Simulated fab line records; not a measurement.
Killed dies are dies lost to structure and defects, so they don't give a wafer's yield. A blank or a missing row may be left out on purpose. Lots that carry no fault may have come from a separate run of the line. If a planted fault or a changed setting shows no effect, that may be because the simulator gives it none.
fab line records -- flow nand_harc
record lots=6, wafers=18, last_day=33
route steps=1302 shown P_GATE@202 END@1302
lots with no fault: from the same line, run without faults
start_h: hours from the record's first day to the start of the lot's first wafer shown -- wait_h: hours elapsed since this lot's preceding step -- " as in the row above -- L1.1+2: one row covering several wafers at once -- - no value, or no start was given -- * or withheld: withheld -- < > ~ a bound
route shown NAME@n: NAME is a module with steps in the file, n the number in the route of the first one -- usual: mean/standard deviation of fault-free wafers -- same: alike in all rows -- chamber/n: place in a boat -- sites: each site's reading -- _std_site: standard deviation of those values -- _edge_site: the outer-site mean with the inner-site mean subtracted -- radius_mm: how far each site lies from the wafer's centre -- mask NAME#n: copy n -- behind: the last tool/chamber to shape the wafer -- hold: what put the lot on hold/how long, in hours/how the hold closed -- device: the n, p or np transistor that did not switch -- end of line: the route-end tests of the same wafers -- a step with no rows: only its recipe -- killed: not the wafer's yield, but the dies lost to structure and defects at the first sort -- map: a wafer's dies, marking killed ones x, the rest . and places with no die _
set.NAME: the setting as run; set.NAME@STEP: as run at that earlier step -- model.NAME: the simulator's own value behind a step, which no gauge read
a table for each step, a row for each wafer; lots at some steps of the route
services: a tool's chamber out of use, with start hour (start_h, from the record's first day; less than 0 if before it), hours out, and reason
## steps
# step NHARC_P_GATE_DESCUM_93
# recipe time_s=3, o2_flow_sccm=200, ar_flow_sccm=0, bias_power_w=0, chemistry=O2
# usual chamber_pressure_mTorr=60.00/0.056, drypump_motor_current_A=5.6/0.4, oes_product_au=0.997/0.011, rf_vpp_V=57.7/0.86, showerhead_plenum_p_Torr=1.92/0.079, throttle_valve_pct=11.312/0.0092
# same bias_power_w=0
lot.wafer,tool,chamber,start_h,wait_h,chamber_pressure_mTorr,drypump_motor_current_A,oes_product_au,rf_hours_counter_h,rf_vpp_V,showerhead_plenum_p_Torr,throttle_valve_pct
L548.2,rie_diel-12,1,123.94,-,60.07,6.2,0.988,1.7,57.0,1.79,11.314
L548.4,rie_diel-12,3,123.94,-,59.99,5.5,1.000,2.5,57.3,1.88,11.324
L548.5,rie_diel-12,2,123.94,-,59.94,5.6,1.004,-,58.6,1.81,11.303
L554.1,rie_diel-12,0,186.15,-,59.93,4.8,0.990,5.0,58.6,1.95,11.318
L554.2,rie_diel-12,1,186.15,-,59.93,6.1,0.992,5.1,58.0,1.79,11.322
L554.5,rie_diel-12,0,186.15,-,60.03,4.7,1.000,-,58.7,1.95,11.312
L555.1,rie_diel-04,0,208.91,-,59.96,6.1,1.012,2.2,58.8,2.03,11.317
L555.3,rie_diel-04,2,208.91,-,59.96,5.3,1.017,2.0,58.2,1.97,11.315
L555.5,rie_diel-04,0,208.91,-,60.02,6.1,1.017,-,58.7,2.03,11.304
L564.3,rie_diel-07,3,282.76,-,60.04,5.9,0.973,8.8,56.9,1.78,11.304
L564.2,rie_diel-07,1,282.76,-,60.05,5.3,0.995,9.9,57.9,1.95,11.308
L564.4,rie_diel-07,2,282.76,-,60.05,5.7,0.981,9.0,57.0,1.96,11.312
L567.3,rie_diel-07,3,309.45,-,60.04,5.9,0.981,0.1,57.0,1.78,11.311
L567.1,rie_diel-07,0,309.45,-,60.04,5.7,1.001,0.1,57.0,1.79,11.315
L567.6,rie_diel-07,1,309.45,-,60.08,5.3,0.983,-,58.2,1.95,11.314
L570.3,rie_diel-04,0,345.36,-,60.00,6.1,1.009,10.8,59.6,2.03,11.298
L570.5,rie_diel-04,3,345.36,-,59.99,5.8,1.019,-,57.5,1.90,11.315
L570.4,rie_diel-04,0,345.36,-,60.08,6.1,1.005,-,57.6,2.03,11.317
# step NHARC_P_GATE_IMPLANT_94
# recipe energy_kev=60, dose_cm2=2e+15, tilt_deg=7
# step NHARC_P_GATE_STRIP_113
# recipe power_w=1500, temp_c=110, time_s=740, chemistry=N2/H2
# usual drypump_motor_current_A=6.2/0.38, heater_power_w=90/7, temp_c=110.01/0.13
lot.wafer,tool,chamber,start_h,wait_h,drypump_motor_current_A,heater_power_w,rf_hours_counter_h,temp_c
L548.2,plasma_asher-02,1,124.31,0.2,5.9,83,9,110.00
L548.4,plasma_asher-02,0,124.31,0.2,6.6,99,-,110.21
L548.5,plasma_asher-02,0,124.31,0.2,6.6,98,-,109.99
L554.1,plasma_asher-01,1,186.53,0.2,5.7,94,2,110.15
L554.2,plasma_asher-01,0,186.53,0.2,5.7,86,2,110.17
L554.5,plasma_asher-01,1,186.53,0.2,5.7,96,-,109.93
L555.1,plasma_asher-02,0,209.39,0.3,6.6,99,28,110.03
L555.3,plasma_asher-02,1,209.39,0.3,5.9,83,-,109.77
L555.5,plasma_asher-02,0,209.39,0.3,6.6,96,-,109.88
L564.2,plasma_asher-01,1,283.12,0.2,5.7,95,17,109.95
L564.3,plasma_asher-01,1,283.12,0.2,5.7,94,-,109.94
L564.4,plasma_asher-01,0,283.12,0.2,5.7,84,-,110.07
L567.1,plasma_asher-02,1,309.80,0.2,5.9,82,10,110.21
L567.3,plasma_asher-02,0,309.80,0.2,6.6,96,-,110.13
L567.6,plasma_asher-02,0,309.80,0.2,6.6,96,-,109.97
L570.4,plasma_asher-02,0,345.98,0.3,6.6,95,-,110.04
L570.3,plasma_asher-02,1,345.98,0.3,5.9,82,-,110.01
L570.5,plasma_asher-02,0,345.98,0.3,6.6,97,-,110.02
# step NHARC_P_GATE_STRIP_95
# recipe power_w=1500, temp_c=250, chemistry=O2
# usual drypump_motor_current_A=6.2/0.38, heater_power_w=336/26, temp_c=250.00/0.18
lot.wafer,tool,chamber,start_h,wait_h,drypump_motor_current_A,heater_power_w,rf_hours_counter_h,temp_c
L548.2,plasma_asher-02,1,125.04,0.6,6.0,310,10,249.81
L548.4,plasma_asher-02,0,125.04,0.6,6.6,367,-,249.97
L548.5,plasma_asher-02,0,125.04,0.6,6.6,356,-,250.27
L554.1,plasma_asher-01,1,187.24,0.6,5.7,357,3,250.07
L554.2,plasma_asher-01,0,187.24,0.6,5.7,315,3,250.08
L554.5,plasma_asher-01,1,187.24,0.6,5.7,355,-,250.01
L555.1,plasma_asher-02,0,210.00,0.5,6.6,364,29,250.08
L555.3,plasma_asher-02,1,210.00,0.5,5.9,309,-,250.37
L555.5,plasma_asher-02,0,210.00,0.5,6.6,358,-,250.03
L564.2,plasma_asher-01,1,283.85,0.6,5.6,350,18,250.14
L564.3,plasma_asher-01,1,283.85,0.6,5.7,349,-,249.92
L564.4,plasma_asher-01,0,283.85,0.6,5.7,317,-,250.01
L567.1,plasma_asher-02,1,310.51,0.6,5.9,301,11,249.92
L567.3,plasma_asher-02,0,310.51,0.6,6.6,372,-,249.98
L567.6,plasma_asher-02,0,310.51,0.6,6.6,355,-,250.23
L570.4,plasma_asher-02,0,346.48,0.4,6.6,356,-,250.17
L570.3,plasma_asher-02,1,346.48,0.4,5.9,311,-,249.88
L570.5,plasma_asher-02,0,346.48,0.4,6.6,365,-,250.07
# step NHARC_P_GATE_STRIP_96
# recipe time_s=900, temp_c=130, chemistry=SPM
# step NHARC_P_GATE_RTA_64
# recipe temp_c=1050, time_s=1
# step NHARC_P_GATE_ETCH_77
# recipe target_depth_a=60, chemistry=dHF, material=SiO2
# step NHARC_P_GATE_DEGAS_109
# recipe temp_c=300, time_s=60
# usual heater_power_w=484/48, susceptor_temp_C=299.99/0.19
lot.wafer,tool,chamber,start_h,wait_h,heater_power_w,susceptor_temp_C
L548.4,pvd_sputter-02,-,125.90,0.1,540,-
L548.2,pvd_sputter-02,-,125.90,0.1,448,-
L548.5,pvd_sputter-02,-,125.90,0.1,548,-
L554.2,pvd_sputter-01,-,188.12,0.1,528,300.35
L554.1,pvd_sputter-01,-,188.12,0.1,449,299.59
L554.5,pvd_sputter-01,-,188.12,0.1,446,300.00
L555.1,pvd_sputter-03,-,210.86,0.1,478,299.87
L555.3,pvd_sputter-03,-,210.86,0.1,394,299.84
L555.5,pvd_sputter-03,-,210.86,0.1,452,299.90
L564.2,pvd_sputter-01,-,284.72,0.1,444,300.08
L564.4,pvd_sputter-01,-,284.72,0.1,523,299.94
L564.3,pvd_sputter-01,-,284.72,0.1,446,299.90
L567.3,pvd_sputter-02,-,311.38,0.1,457,300.03
L567.1,pvd_sputter-02,-,311.38,0.1,532,299.87
L567.6,pvd_sputter-02,-,311.38,0.1,547,299.96
L570.4,pvd_sputter-01,-,347.53,0.1,536,299.96
L570.3,pvd_sputter-01,-,347.53,0.1,528,299.89
L570.5,pvd_sputter-01,-,347.53,0.1,444,300.07
# step NHARC_P_GATE_PRE_CLEAN_110
# recipe time_s=30, bias_v=200, gas=Ar
# step NHARC_P_GATE_SPUTTER_78
# recipe target_thk_a=100, material=Ni
# step NHARC_P_GATE_SPUTTER_79
# recipe target_thk_a=100, material=TiN
# step NHARC_P_GATE_RTA_80
# recipe temp_c=300, time_s=30
# step NHARC_P_GATE_STRIP_67
# recipe time_s=600, temp_c=130, chemistry=SPM
# usual bath_guard_temp_C=129.9/0.5, temp_c=130.00/0.13
lot.wafer,tool,chamber,start_h,wait_h,bath_guard_temp_C,temp_c
L548.5,wet_bench-01,1,126.43,0.1,129.7,129.90
L548.2,wet_bench-01,2,126.43,0.1,129.3,130.28
L548.4,wet_bench-01,3,126.43,0.1,129.4,129.86
L554.1,wet_bench-06,7,188.64,0.2,125.9,125.46
L554.2,wet_bench-06,0,188.64,0.2,125.6,125.43
L554.5,wet_bench-06,1,188.64,0.2,125.2,125.40
L555.1,wet_bench-06,3,211.39,0.2,125.7,125.41
L555.3,wet_bench-06,5,211.39,0.2,125.0,125.22
L555.5,wet_bench-06,6,211.39,0.2,124.8,125.69
L564.4,wet_bench-06,1,285.22,0.1,129.7,129.98
L564.2,wet_bench-06,2,285.22,0.1,129.9,129.75
L564.3,wet_bench-06,3,285.22,0.1,130.7,129.98
L567.1,wet_bench-06,2,311.87,0.2,129.7,130.03
L567.3,wet_bench-06,3,311.87,0.2,130.2,130.07
L567.6,wet_bench-06,7,311.87,0.2,130.5,130.07
L570.5,wet_bench-06,2,348.02,0.1,129.5,129.99
L570.3,wet_bench-06,3,348.02,0.1,130.2,129.96
L570.4,wet_bench-06,4,348.02,0.1,129.7,130.21
# step NHARC_P_GATE_RTA_82
# recipe temp_c=450, time_s=30
# usual lamp_power_pct=3.70/0.17, wafer_temp_C_max=452.4/0.8
lot.wafer,tool,chamber,start_h,wait_h,lamp_power_pct,wafer_temp_C_max
L548.2,rtp_anneal-02,0,126.69,-,3.85,453.1
L548.4,rtp_anneal-02,0,126.69,-,3.86,453.6
L548.5,rtp_anneal-02,0,126.69,-,3.86,452.9
L554.1,rtp_anneal-02,0,188.89,-,3.85,453.0
L554.2,rtp_anneal-02,0,188.89,-,3.86,453.1
L554.5,rtp_anneal-02,0,188.89,-,3.86,453.8
L555.1,rtp_anneal-02,0,211.63,-,3.86,453.0
L555.3,rtp_anneal-02,0,211.63,-,3.87,452.6
L555.5,rtp_anneal-02,0,211.63,-,3.86,452.2
L564.2,rtp_anneal-01,0,285.50,-,3.53,450.9
L564.3,rtp_anneal-01,0,285.50,-,3.53,451.8
L564.4,rtp_anneal-01,0,285.50,-,3.52,451.6
L567.1,rtp_anneal-02,0,312.13,-,3.86,452.0
L567.3,rtp_anneal-02,0,312.13,-,3.85,453.4
L567.6,rtp_anneal-02,0,312.13,-,3.86,452.6
L570.3,rtp_anneal-01,0,348.33,-,3.52,451.3
L570.4,rtp_anneal-01,0,348.33,-,3.52,451.6
L570.5,rtp_anneal-01,0,348.33,-,3.52,451.5
# step NHARC_END_SORT_01
# recipe temp_c=25
# usual killed_at_array=59/16, killed_at_other=0.8/1.1, killed_at_periphery=3.6/2.4, killed_dies=64/16, killed_open=3.4/1.8, killed_short=2.5/1.6
# same gross_dies=677
lot.wafer,tool,chamber,start_h,wait_h,killed_at_array,killed_at_other,killed_at_periphery,killed_dies,killed_open,killed_short
L554.1,prober-01,0,631.40,2.5,57,1,2,60,3,2
L554.5,prober-01,0,634.54,3.6,52,0,0,52,0,1
L555.1,prober-02,0,660.07,2.5,53,0,9,62,1,3
L555.3,prober-02,0,661.66,3.1,67,4,9,80,3,3
L555.5,prober-02,0,663.25,3.7,52,1,7,60,2,3
L564.2,prober-02,0,725.97,2.8,47,2,2,51,4,1
L564.3,prober-02,0,726.76,3.1,52,3,3,58,5,3
L564.4,prober-02,0,727.56,3.4,54,3,3,60,4,2
# killed by level:class
L554.1 A_CHANNEL_HOLE_D2:chamber_film_flake=36 A_CONTACT:chamber_film_flake=7 A_CHANNEL_HOLE_D1:chamber_film_flake=5 A_STAIRCASE:chamber_film_flake=3 A_WL_FILL:chamber_film_flake=2 P_GATE:geometric_particle:short=1 A_CHANNEL_FILL_D2:geometric_particle:short=1 A_BLC:geometric_particle:open=1
L554.5 A_CHANNEL_HOLE_D2:chamber_film_flake=29 A_CONTACT:chamber_film_flake=12 A_CHANNEL_HOLE_D1:chamber_film_flake=4 A_STAIRCASE:chamber_film_flake=3 A_WL_FILL:chamber_film_flake=2 A_ONON_D1:geometric_particle:short=1 A_SLIT:chamber_film_flake=1
L555.1 A_SLIT:chamber_film_flake=30 A_CHANNEL_HOLE_D2:chamber_film_flake=13 P_CONTACT:chamber_film_flake=8 A_CHANNEL_HOLE_D1:chamber_film_flake=3 A_CONTACT:chamber_film_flake=3 A_ONON_D2:geometric_particle:short=1 A_CHANNEL_FILL_D2:geometric_particle:short=1 A_CHANNEL_FILL_D2:geometric_particle:open=1
L555.3 A_SLIT:chamber_film_flake=36 A_CHANNEL_HOLE_D2:chamber_film_flake=11 P_CONTACT:chamber_film_flake=8 A_CHANNEL_HOLE_D1:chamber_film_flake=7 THIN_TSV:chamber_film_flake=4 A_STAIRCASE:chamber_film_flake=3 A_CONTACT:chamber_film_flake=3 A_SOURCE_PLATE:geometric_particle:open=1
L555.5 A_SLIT:chamber_film_flake=25 A_CHANNEL_HOLE_D2:chamber_film_flake=12 P_CONTACT:chamber_film_flake=6 A_CHANNEL_HOLE_D1:chamber_film_flake=6 A_CONTACT:chamber_film_flake=2 P_GATE:geometric_particle:short=1 A_CHANNEL_HOLE_D2:geometric_particle:short=1 A_CHANNEL_FILL_D2:geometric_particle:open=1
L564.2 A_CHANNEL_HOLE_D2:chamber_film_flake=26 A_CHANNEL_HOLE_D1:chamber_film_flake=10 A_STAIRCASE:chamber_film_flake=3 A_CONTACT:chamber_film_flake=3 A_M0:geometric_particle:open=2 A_SLIT:chamber_film_flake=2 THIN_TSV:chamber_film_flake=2 P_CONTACT:geometric_particle:open=1
L564.3 A_CHANNEL_HOLE_D2:chamber_film_flake=32 A_CHANNEL_HOLE_D1:chamber_film_flake=7 THIN_TSV:chamber_film_flake=3 A_ONON_D2:geometric_particle:open=2 A_STAIRCASE:chamber_film_flake=2 P_M0:geometric_particle:open=1 A_SOURCE_PLATE:geometric_particle:short=1 A_ONON_D1:geometric_particle:short=1
L564.4 A_CHANNEL_HOLE_D2:chamber_film_flake=26 A_CHANNEL_HOLE_D1:chamber_film_flake=13 A_CONTACT:chamber_film_flake=6 A_SLIT:chamber_film_flake=3 THIN_TSV:chamber_film_flake=3 P_GATE:geometric_particle:open=1 A_CHANNEL_HOLE_D1:geometric_particle:short=1 A_CHANNEL_FILL_D1:geometric_particle:open=1
## services
tool,chamber,start_h,hours,kind
pvd_sputter-02,-,104.00,10.0,pm
rie_diel-12,0,105.95,1.7,repair
rie_diel-07,-,117.20,9.0,pm
rie_diel-07,2,130.49,3.1,repair
rie_diel-12,0,135.20,6.2,repair
plasma_asher-01,-,165.00,9.0,pm
rie_diel-07,-,170.29,0.1,repair
rie_diel-12,0,177.40,1.7,repair
rie_diel-04,-,177.95,9.0,pm
wet_bench-06,-,193.60,8.0,pm
rie_diel-04,1,201.17,6.9,repair
pvd_sputter-02,-,207.87,0.5,repair
plasma_asher-01,-,224.70,11.9,repair
pvd_sputter-01,-,226.00,10.0,pm
rie_diel-12,0,241.68,12.6,repair
plasma_asher-02,-,249.28,9.0,pm
rie_diel-04,1,254.07,4.7,repair
rie_diel-12,3,254.90,3.3,repair
rie_diel-12,-,268.40,9.0,pm
pvd_sputter-02,-,273.09,8.9,repair
rie_diel-04,0,278.38,8.1,repair
pvd_sputter-02,-,282.00,10.0,pm
rie_diel-04,0,319.82,6.6,repair
plasma_asher-01,-,342.00,9.0,pm
## key
first_sign step=NHARC_P_GATE_STRIP_67, reading=temp_c, direction=down, sigmas=34, usual=*, struck=*
effect step=NHARC_P_GATE_STRIP_67, reading=bath_guard_temp_C, direction=down, sigmas=9.1, usual=*, struck=*
met_at NHARC_P_GATE_STRIP_67
struck_wafers L554.1,L554.2,L554.5,L555.1,L555.3,L555.5
tester_left_out L554,L555
fault kind=process_parameter_drift, tool=wet_bench-06, chamber=-, onset_h=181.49, steps=NHARC_P_GATE_STRIP_67, channel=temp_c, offset=*, shape=step, end_h=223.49, acts_in=*, stated=*
# tester_left_out: of these lots the tester's yield and bins aren't shown, on N5 and GAA mostly nor the transistor test; their killed dies are dies lost to structure and defects alone, not to doping, threshold or leakage, so they don't give the yield
